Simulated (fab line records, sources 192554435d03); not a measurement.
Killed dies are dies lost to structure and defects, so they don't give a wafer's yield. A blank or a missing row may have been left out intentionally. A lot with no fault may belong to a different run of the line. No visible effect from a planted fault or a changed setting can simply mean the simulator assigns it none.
Matching of chambers :: flow n5 finfet :: N5_BEOL_M4_DEP_57 on pecvd-03: 3 sister chambers
The step deposits SiCN from 3MS/NH3, target thk 8 nm, time 14 s. 14 wafers are shown with their chamber, then 7 later ones without.

## WAFERS, EACH WITH ITS CHAMBER
wafer: L076.1
chamber: 1
throttle valve pct (%): 9.7
rf fwd power W (W): 198.3
showerhead plenum p Torr (Torr): 3.661

wafer: L076.2
chamber: 2
throttle valve pct (%): 8.6
rf fwd power W (W): 199.1
showerhead plenum p Torr (Torr): 3.669

wafer: L076.4
chamber: 2
throttle valve pct (%): 8.8
rf fwd power W (W): 199.3
showerhead plenum p Torr (Torr): 3.661

wafer: L077.1
chamber: 0
throttle valve pct (%): 9.0
rf fwd power W (W): 200.3
showerhead plenum p Torr (Torr): 3.665

wafer: L077.2
chamber: 1
throttle valve pct (%): 9.5
rf fwd power W (W): 198.3
showerhead plenum p Torr (Torr): 3.663

wafer: L077.5
chamber: 1
throttle valve pct (%): 9.1
rf fwd power W (W): 198.2
showerhead plenum p Torr (Torr): 3.664

wafer: L085.1
chamber: 2
throttle valve pct (%): 8.6
rf fwd power W (W): 200.3
showerhead plenum p Torr (Torr): 3.671

wafer: L085.3
chamber: 0
throttle valve pct (%): 9.1
rf fwd power W (W): 200.0
showerhead plenum p Torr (Torr): 3.676

wafer: L085.5
chamber: 2
throttle valve pct (%): 8.5
rf fwd power W (W): 200.9
showerhead plenum p Torr (Torr): 3.667

wafer: L089.3
chamber: 0
throttle valve pct (%): 9.0
rf fwd power W (W): 200.3
showerhead plenum p Torr (Torr): 3.681

wafer: L089.4
chamber: 0
throttle valve pct (%): 9.2
rf fwd power W (W): 201.2
showerhead plenum p Torr (Torr): 3.677

wafer: L089.6
chamber: 2
throttle valve pct (%): 8.4
rf fwd power W (W): 200.6
showerhead plenum p Torr (Torr): 3.678

wafer: L095.1
chamber: 1
throttle valve pct (%): 9.7
rf fwd power W (W): 198.8
showerhead plenum p Torr (Torr): 3.667

wafer: L095.3
chamber: 2
throttle valve pct (%): 8.9
rf fwd power W (W): 201.2
showerhead plenum p Torr (Torr): 3.662

SIGNATURES, as means of the wafers listed above
reading: throttle valve pct
chamber 0: 9.075
chamber 1: 9.500
chamber 2: 8.633
scatter within a chamber: 0.2

reading: rf fwd power W
chamber 0: 200.450
chamber 1: 198.400
chamber 2: 200.233
scatter within a chamber: 0.654

reading: showerhead plenum p Torr
chamber 0: 3.67475
chamber 1: 3.66375
chamber 2: 3.66800
scatter within a chamber: 0.00568
Rule: distance of a wafer from a chamber = root of the sum over the readings of ((wafer's reading minus chamber's mean) / reading's scatter) squared. The wafer belongs to the nearest chamber; if the next one is less than 2 further off, it can't be placed. How the scatter is found: for the shown wafers, subtract from each reading the mean of its chamber, square and add these, divide the total by (wafers less chambers), then take the root.

## WAFERS MISSING THEIR CHAMBER
wafer: L095.5
throttle valve pct (%): 9.0
rf fwd power W (W): 200.6
showerhead plenum p Torr (Torr): 3.660

wafer: L097.2
throttle valve pct (%): 9.4
rf fwd power W (W): 198.4
showerhead plenum p Torr (Torr): 3.665

wafer: L097.3
throttle valve pct (%): 9.0
rf fwd power W (W): 200.4
showerhead plenum p Torr (Torr): 3.661

wafer: L097.4
throttle valve pct (%): 8.8
rf fwd power W (W): 200.5
showerhead plenum p Torr (Torr): 3.667

wafer: L096.2
throttle valve pct (%): 8.8
rf fwd power W (W): 200.4
showerhead plenum p Torr (Torr): 3.669

wafer: L096.4
throttle valve pct (%): 9.7
rf fwd power W (W): 199.2
showerhead plenum p Torr (Torr): 3.666

wafer: L096.6
throttle valve pct (%): 8.8
rf fwd power W (W): 200.0
showerhead plenum p Torr (Torr): 3.674

## WHICH CHAMBER EACH ONE RAN IN
wafer: L095.5
from the rows above: can't be placed: 2 or 0 or 1
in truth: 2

wafer: L097.2
from the rows above: 1
in truth: 1

wafer: L097.3
from the rows above: can't be placed: 2 or 0 or 1
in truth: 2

wafer: L097.4
from the rows above: can't be placed: 2 or 0
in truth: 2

wafer: L096.2
from the rows above: can't be placed: 2 or 0
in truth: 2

wafer: L096.4
from the rows above: 1
in truth: 1

wafer: L096.6
from the rows above: can't be placed: 2 or 0
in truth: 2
2 of 7 placed correctly. Can't be placed from these rows: 5 (the true chamber is among the candidates in 5). Wrongly placed: 0.
